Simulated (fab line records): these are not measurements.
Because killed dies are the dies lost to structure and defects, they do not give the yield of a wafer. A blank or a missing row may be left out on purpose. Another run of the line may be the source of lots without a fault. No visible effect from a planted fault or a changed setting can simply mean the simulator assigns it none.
Which tool did it? / flow n5Finfet / Sampling: 11 lots, 33 wafers, 3 of 1938 route steps

== WHAT THE GAUGES SHOWED, per wafer ==
N5_DUMMY_REMOVAL_INSPECT_06: inspects for defects (brightfield). Usual: rawDefectCount at 12, with a standard deviation of 5.6.
lot=L917; measured=day 4 01:34; on=defectInspect-01; rawDefectCount=19 12 19; flag=
lot=L918; measured=day 4 05:37; on=defectInspect-02; rawDefectCount=10 4 9; flag=
lot=L919; measured=day 4 10:10; on=defectInspect-01; rawDefectCount=4 10 14; flag=
lot=L921; measured=day 5 04:00; on=defectInspect-02; rawDefectCount=4 18 15; flag=
lot=L923; measured=day 5 13:11; on=defectInspect-02; rawDefectCount=12 15 8; flag=
lot=L932; measured=day 7 20:52; on=defectInspect-01; rawDefectCount=8 8 10; flag=
lot=L933; measured=day 7 21:14; on=defectInspect-01; rawDefectCount=9 8 10; flag=
lot=L937; measured=day 8 21:46; on=defectInspect-02; rawDefectCount=16 14 15; flag=
lot=L938; measured=day 9 06:14; on=defectInspect-01; rawDefectCount=16 9 20; flag=
lot=L939; measured=day 9 11:21; on=defectInspect-01; rawDefectCount=11 14 13; flag=
lot=L940; measured=day 9 19:01; on=defectInspect-02; rawDefectCount=7 12 10; flag=

== WHICH TOOL RAN EACH LOT (tool, then ch and the chambers of the sampled wafers, then the start) ==
lot=L917; N5_SDB_STRIP_21=rieDiel-06 ch 0,3, day 3 20:53; N5_SDB_HM_OPEN_20=rieDiel-06 ch 0,3, day 3 20:55
lot=L918; N5_SDB_STRIP_21=rieDiel-02 ch 1,2,3, day 4 01:22; N5_SDB_HM_OPEN_20=rieDiel-02 ch 1,2,3, day 4 01:23
lot=L919; N5_SDB_STRIP_21=rieDiel-06 ch 0,2, day 4 06:14; N5_SDB_HM_OPEN_20=rieDiel-06 ch 0,2, day 4 06:15
lot=L921; N5_SDB_STRIP_21=rieDiel-02 ch 2, day 4 23:56; N5_SDB_HM_OPEN_20=rieDiel-02 ch 2, day 4 23:58
lot=L923; N5_SDB_STRIP_21=rieDiel-06 ch 0,1,3, day 5 08:47; N5_SDB_HM_OPEN_20=rieDiel-06 ch 0,1,3, day 5 08:49
lot=L932; N5_SDB_STRIP_21=rieDiel-02 ch 0,1, day 7 16:56; N5_SDB_HM_OPEN_20=rieDiel-02 ch 0,1, day 7 16:58
lot=L933; N5_SDB_STRIP_21=rieDiel-02 ch 0,2, day 7 17:22; N5_SDB_HM_OPEN_20=rieDiel-02 ch 0,2, day 7 17:23
lot=L937; N5_SDB_STRIP_21=rieDiel-06 ch 0,2,3, day 8 17:35; N5_SDB_HM_OPEN_20=rieDiel-06 ch 0,2,3, day 8 17:36
lot=L938; N5_SDB_STRIP_21=rieDiel-01 ch 0,1,3, day 9 01:41; N5_SDB_HM_OPEN_20=rieDiel-01 ch 0,1,3, day 9 01:42
lot=L939; N5_SDB_STRIP_21=rieDiel-06 ch 0,2, day 9 07:22; N5_SDB_HM_OPEN_20=rieDiel-06 ch 0,2, day 9 07:23
lot=L940; N5_SDB_STRIP_21=rieDiel-02 ch 0,1,3, day 9 15:08; N5_SDB_HM_OPEN_20=rieDiel-02 ch 0,1,3, day 9 15:10
- N5_SDB_STRIP_21: strips in CF4.
- N5_SDB_HM_OPEN_20: chemistry CH3F/O2, target SiNx, stops on poly-Si, target depth 24 nm.

== WHAT THE TOOLS THEMSELVES READ (means of the sampled wafers that have a number; where no wafer has one, the mark that the record gives instead) ==
N5_SDB_STRIP_21. Usual: drypumpMotorCurrentA 5.5 A, standard deviation 0.34; oesProductAu 0.76 a.u., standard deviation 0.065; rfVppV 271.3 V, standard deviation 1.4; showerheadPlenumPTorr 1.80 Torr, standard deviation 0.049; throttleValvePct 13.73 %, standard deviation 0.2.
lot=L917; tool=rieDiel-06; drypumpMotorCurrentA (A)=5.7; oesProductAu (a.u.)=0.77; rfVppV (V)=270.9; showerheadPlenumPTorr (Torr)=1.78; throttleValvePct (%)=13.73; flag=
lot=L918; tool=rieDiel-02; drypumpMotorCurrentA (A)=5.2; oesProductAu (a.u.)=0.76; rfVppV (V)=271.7; showerheadPlenumPTorr (Torr)=1.80; throttleValvePct (%)=13.82; flag=
lot=L919; tool=rieDiel-06; drypumpMotorCurrentA (A)=5.1; oesProductAu (a.u.)=0.73; rfVppV (V)=271.7; showerheadPlenumPTorr (Torr)=1.86; throttleValvePct (%)=13.73; flag=
lot=L921; tool=rieDiel-02; drypumpMotorCurrentA (A)=5.3; oesProductAu (a.u.)=0.73; rfVppV (V)=269.6; showerheadPlenumPTorr (Torr)=1.73; throttleValvePct (%)=14.06; flag=
lot=L923; tool=rieDiel-06; drypumpMotorCurrentA (A)=5.4; oesProductAu (a.u.)=0.73; rfVppV (V)=270.7; showerheadPlenumPTorr (Torr)=1.79; throttleValvePct (%)=13.81; flag=
lot=L932; tool=rieDiel-02; drypumpMotorCurrentA (A)=5.5; oesProductAu (a.u.)=0.76; rfVppV (V)=271.3; showerheadPlenumPTorr (Torr)=1.78; throttleValvePct (%)=13.59; flag=
lot=L933; tool=rieDiel-02; drypumpMotorCurrentA (A)=5.8; oesProductAu (a.u.)=0.75; rfVppV (V)=269.8; showerheadPlenumPTorr (Torr)=1.72; throttleValvePct (%)=13.72; flag=
lot=L937; tool=rieDiel-06; drypumpMotorCurrentA (A)=5.4; oesProductAu (a.u.)=0.72; rfVppV (V)=271.2; showerheadPlenumPTorr (Torr)=1.81; throttleValvePct (%)=13.82; flag=
lot=L938; tool=rieDiel-01; drypumpMotorCurrentA (A)=5.7; oesProductAu (a.u.)=0.81; rfVppV (V)=271.8; showerheadPlenumPTorr (Torr)=1.80; throttleValvePct (%)=13.61; flag=
lot=L939; tool=rieDiel-06; drypumpMotorCurrentA (A)=5.2; oesProductAu (a.u.)=0.70; rfVppV (V)=272.7; showerheadPlenumPTorr (Torr)=1.85; throttleValvePct (%)=13.93; flag=
lot=L940; tool=rieDiel-02; drypumpMotorCurrentA (A)=5.5; oesProductAu (a.u.)=0.74; rfVppV (V)=271.0; showerheadPlenumPTorr (Torr)=1.79; throttleValvePct (%)=13.72; flag=

N5_SDB_HM_OPEN_20. Usual: drypumpMotorCurrentA 5.5 A, standard deviation 0.34; oes_o_777_au 0.77 a.u., standard deviation 0.065; oesProductAu 0.63 a.u., standard deviation 0.055; rfVppV 297 V, standard deviation 6.2; showerheadPlenumPTorr 2.01 Torr, standard deviation 0.063; throttleValvePct 16.51 %, standard deviation 0.18.
lot=L917; tool=rieDiel-06; drypumpMotorCurrentA (A)=5.7; oes_o_777_au (a.u.)=0.79; oesProductAu (a.u.)=0.64; rfVppV (V)=289; showerheadPlenumPTorr (Torr)=1.99; throttleValvePct (%)=16.48; flag=
lot=L918; tool=rieDiel-02; drypumpMotorCurrentA (A)=5.2; oes_o_777_au (a.u.)=0.76; oesProductAu (a.u.)=0.64; rfVppV (V)=303; showerheadPlenumPTorr (Torr)=2.00; throttleValvePct (%)=16.58; flag=
lot=L919; tool=rieDiel-06; drypumpMotorCurrentA (A)=5.1; oes_o_777_au (a.u.)=0.73; oesProductAu (a.u.)=0.60; rfVppV (V)=297; showerheadPlenumPTorr (Torr)=2.09; throttleValvePct (%)=16.54; flag=
lot=L921; tool=rieDiel-02; drypumpMotorCurrentA (A)=5.3; oes_o_777_au (a.u.)=0.74; oesProductAu (a.u.)=0.61; rfVppV (V)=305; showerheadPlenumPTorr (Torr)=1.91; throttleValvePct (%)=16.79; flag=
lot=L923; tool=rieDiel-06; drypumpMotorCurrentA (A)=5.4; oes_o_777_au (a.u.)=0.75; oesProductAu (a.u.)=0.60; rfVppV (V)=294; showerheadPlenumPTorr (Torr)=2.00; throttleValvePct (%)=16.55; flag=
lot=L932; tool=rieDiel-02; drypumpMotorCurrentA (A)=5.5; oes_o_777_au (a.u.)=0.76; oesProductAu (a.u.)=0.62; rfVppV (V)=293; showerheadPlenumPTorr (Torr)=1.98; throttleValvePct (%)=16.32; flag=
lot=L933; tool=rieDiel-02; drypumpMotorCurrentA (A)=5.9; oes_o_777_au (a.u.)=0.75; oesProductAu (a.u.)=0.62; rfVppV (V)=295; showerheadPlenumPTorr (Torr)=1.92; throttleValvePct (%)=16.47; flag=
lot=L937; tool=rieDiel-06; drypumpMotorCurrentA (A)=5.4; oes_o_777_au (a.u.)=0.73; oesProductAu (a.u.)=0.60; rfVppV (V)=291; showerheadPlenumPTorr (Torr)=2.02; throttleValvePct (%)=16.59; flag=
lot=L938; tool=rieDiel-01; drypumpMotorCurrentA (A)=5.7; oes_o_777_au (a.u.)=0.81; oesProductAu (a.u.)=0.67; rfVppV (V)=302; showerheadPlenumPTorr (Torr)=2.02; throttleValvePct (%)=16.42; flag=
lot=L939; tool=rieDiel-06; drypumpMotorCurrentA (A)=5.2; oes_o_777_au (a.u.)=0.72; oesProductAu (a.u.)=0.59; rfVppV (V)=294; showerheadPlenumPTorr (Torr)=2.07; throttleValvePct (%)=16.68; flag=
lot=L940; tool=rieDiel-02; drypumpMotorCurrentA (A)=5.5; oes_o_777_au (a.u.)=0.74; oesProductAu (a.u.)=0.63; rfVppV (V)=297; showerheadPlenumPTorr (Torr)=2.00; throttleValvePct (%)=16.49; flag=

== THE ANSWER, worked out from the rows above alone ==
Rule: a lot counts as off when the mean over its wafers that have a number is more than 3 standard deviations away from the usual mean. A lot without any number at a reading at which 4 lots or more have one is off too. All remaining lots with rows at the step are treated as sound. The gauges are gone through in route order, then the tools' own readings, and for those a lot's mean is taken as printed above. The first step at which some lot is off is used, and at that step the reading that is off furthest; a lot without a number counts as furthest.
No lot is off at any reading shown: from this, nothing can be told.

== WHAT THE SIMULATOR HAD PUT IN ==
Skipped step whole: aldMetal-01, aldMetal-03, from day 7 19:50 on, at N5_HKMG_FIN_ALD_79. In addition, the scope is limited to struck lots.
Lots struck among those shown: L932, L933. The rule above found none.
